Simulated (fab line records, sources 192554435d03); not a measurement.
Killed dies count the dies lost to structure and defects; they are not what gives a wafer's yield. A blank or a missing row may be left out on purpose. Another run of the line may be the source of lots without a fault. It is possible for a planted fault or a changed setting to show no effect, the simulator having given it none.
Chamber matching	flow n5Finfet	N5_PMOS_HMC_CHANNEL_EPI_ETCH_32 on rieDiel-04 has 4 sister chambers
The step etches BARC in N2/H2, stops on SiO2, target depth 85.8 nm, time 50.3 s. 8 wafers are shown with their chamber, then 9 later ones without.

== WAFERS WITH THEIR CHAMBER ==
wafer	chamber	drypumpMotorCurrentA (A)	showerheadPlenumPTorr (Torr)
L081.3	2	4.7	2.41
L081.5	0	5.4	2.50
L085.1	3	6.0	2.42
L085.2	1	5.1	2.63
L085.3	0	5.4	2.50
L091.1	3	5.9	2.41
L091.2	1	5.1	2.62
L091.6	2	4.8	2.73

== WAFERS WHOSE CHAMBER IS MISSING ==
wafer	drypumpMotorCurrentA (A)	showerheadPlenumPTorr (Torr)
L092.1	4.7	2.73
L092.2	5.9	2.41
L092.4	4.7	2.73
L094.3	5.4	2.50
L094.4	6.0	2.41
L094.5	5.1	2.62
L097.1	5.9	2.41
L097.2	5.1	2.62
L097.5	5.9	2.41

== WHICH CHAMBER EACH WENT THROUGH ==
wafer	from the rows above	in truth
L092.1	2	2
L092.2	3	3
L092.4	2	2
L094.3	0	0
L094.4	3	3
L094.5	1	1
L097.1	3	3
L097.2	1	1
L097.5	3	3
9 of 9 placed correctly. Not placeable from these rows: 0. Placed wrongly: 0.
How it was worked out, from the rows above alone: a wafer's distance from a chamber is the root of the sum, over the readings, of the square of ((its reading less the chamber's mean) divided by the reading's scatter). If the next closest chamber is less than 2 further off than the closest, the wafer can't be placed; otherwise it belongs to the closest. The mean given for a chamber averages the wafers shown for that chamber. The scatter is the square root of a quotient: the sum, over the shown wafers, of each reading's squared deviation from its chamber's mean, divided by wafers minus chambers.
